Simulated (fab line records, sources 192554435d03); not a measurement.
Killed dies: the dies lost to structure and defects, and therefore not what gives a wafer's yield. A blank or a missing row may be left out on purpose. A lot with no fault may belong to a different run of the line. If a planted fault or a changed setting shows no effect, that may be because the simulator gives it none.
Chamber matching	flow n5-finfet	N5_BEOL_M10_ALD_74 on ald-metal-02 has 4 sister chambers
The step deposits TaN, target thk 2 nm, pulse time 2 s, purge time 3 s. 14 wafers are shown with their chamber, then 7 later ones without.

WAFERS PAIRED WITH THEIR CHAMBERS
wafer	chamber	heater-power-outer-w (W)	heater-power-w (W)	precursor-vessel-carrier-sccm (sccm)
L432.1	0	277	472	999.5
L432.4	3	164	298	999.4
L432.6	2	233	395	1001.0
L435.1	2	237	401	1004.1
L435.2	0	272	474	1002.5
L435.4	1	202	407	998.0
L440.4	1	204	400	1002.2
L440.6	1	204	399	1001.9
L441.2	3	166	309	999.9
L441.6	0	279	459	1004.3
L444.1	2	238	408	1000.3
L444.2	0	272	470	1001.7
L452.4	3	167	304	1000.7
L452.5	2	244	391	1001.4

SIGNATURES (averages over the wafers above)
reading	chamber 0	chamber 1	chamber 2	chamber 3	scatter within a chamber
heater-power-outer-w	275.00	203.33	238.00	165.67	3.28
heater-power-w	468.75	402.00	398.75	303.67	6.31
precursor-vessel-carrier-sccm	1002.000	1000.700	1001.700	1000.000	1.79
Rule: for a wafer and a chamber, the distance is found by dividing, reading by reading, the gap between the wafer's reading and the chamber's mean by the reading's scatter, squaring, summing and taking the root. The wafer belongs to the nearest chamber; if the next one is less than 2 further off, it can't be placed. The scatter: the root of (the sum of the squares of (reading less its chamber's mean) over the shown wafers, divided by (wafers less chambers)).

WAFERS MISSING THEIR CHAMBER
wafer	heater-power-outer-w (W)	heater-power-w (W)	precursor-vessel-carrier-sccm (sccm)
L452.6	279	469	996.2
L453.1	280	473	1001.5
L453.3	166	304	1005.2
L453.6	166	310	1000.5
L455.1	172	307	997.3
L455.3	242	395	1001.8
L455.6	280	474	1002.1

CHAMBER TAKEN BY EACH
wafer	from the rows above	in truth
L452.6	0	0
L453.1	0	0
L453.3	3	3
L453.6	3	3
L455.1	3	3
L455.3	2	2
L455.6	0	0
Placed correctly: 7 of 7. From these rows, 0 cannot be placed. Placed wrongly: 0.
